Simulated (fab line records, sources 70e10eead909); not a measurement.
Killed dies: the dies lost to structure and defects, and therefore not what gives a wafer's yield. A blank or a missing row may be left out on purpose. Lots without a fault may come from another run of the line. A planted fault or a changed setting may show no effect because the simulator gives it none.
Problem report in the 8D (eight disciplines) form, filled by code | flow nandHarc | the parts of the form that need people (team, actions taken, sign-off) are left out

## 1. WHAT IS WRONG
NHARC_END_SORT_01, killedAtArray: mean 64 over 1 wafer from 1 lot; wafers with no fault: 24, standard deviation 8.4. Relative to the usual mean, that is a shift of +4.8 standard deviations.
Earliest sighting: wafer L585.1 on prober-02 at day 23 10:20. The record holds 3 wafers of 1 lot with a number at this step. The rule behind "out" and "out of limits": a value lying over 4 standard deviations away from the usual mean. The other wafers with a number count as sound.

## 2. WHAT THIS IS AND IS NOT
question                    | is                        | is not
which readings at this step | killedAtArray, killedDies | killedAtOther, killedAtPeriphery, killedOpen, killedShort
which lots                  | L585                      | -
which wafers of those lots  | L585.1                    | L585.3, L585.5
read on which gauges        | prober-02                 | -
when                        | from day 23 10:20         | up to then (0 sound wafers); but 2 sound wafers of L585 came after

## 3. THE SUSPECTS, EACH WITH WHAT RULES IT OUT
Counting: any tool at a process step up to the reading remains a suspect provided it ran every lot that is out. Sound lots after the first of them don't rule it out here, since some wafers of a struck lot are sound.
- the gauge at NHARC_END_SORT_01: kept. All the wafers that are out were read on prober-02, and no step on other tools shows them out.
- aldHk-04 at NHARC_A_STAIRCASE_ALD_420 (deposits SiO2, target thk 20 nm, pulse time 6 s, ald cycles 200): kept. It ran the lot that is out, L585 (day 16 03:26).
- rieMetal-02 at NHARC_THIN_TSV_ETCH_59 (etches the open film in Cl2/BCl3, target depth 880 nm, time 138.1 s): kept. It ran the lot that is out, L585 (day 23 00:56).
- aldHk-04, NHARC_A_STAIRCASE_ALD_420: wafers that are out in chamber 1, sound lot-mates in chambers 0, 3.
The count leaves aldHk-04 at NHARC_A_STAIRCASE_ALD_420, rieMetal-02 at NHARC_THIN_TSV_ETCH_59, and prober-02 at NHARC_END_SORT_01.

## 4. THE CAUSE (what the simulator had put in)
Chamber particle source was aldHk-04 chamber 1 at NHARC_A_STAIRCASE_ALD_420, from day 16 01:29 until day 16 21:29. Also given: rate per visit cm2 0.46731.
This tool is one of the 3 suspects left after counting.

## 5. THE EFFECT CHAIN, in route order
One row per reading whose mean, taken over the struck wafers that have a number, lies over 3 standard deviations from the usual. Readings are gone through only where the record gives a usual standard deviation; hours: the median, over the lots, of the time from a lot's start at the first step in this table giving one to that lot's start at this step; sigmas: the change measured in usual standard deviations.
hours | step              | reading       | usual | on struck wafers | change | sigmas
0     | NHARC_END_SORT_01 | killedAtArray | 24    | 64               | +40    | +4.8
0     | NHARC_END_SORT_01 | killedDies    | 27    | 65               | +38    | +4.4

## 6. HOW IT WOULD HAVE BEEN CAUGHT EARLIER
The first out-of-limits reading at a measuring or inspecting step in this record came at day 23 10:20, 177 hours after the fault's start at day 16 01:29.
Of the tool readings at NHARC_A_STAIRCASE_ALD_420 for which the record gives a usual standard deviation, none was out on any struck wafer, so an alarm limit of 4 standard deviations on them would not have fired.
All the lots that are out (1) had begun NHARC_A_STAIRCASE_ALD_420 on aldHk-04 by day 23 10:20. A hold on the tool at that time would have spared none of them.
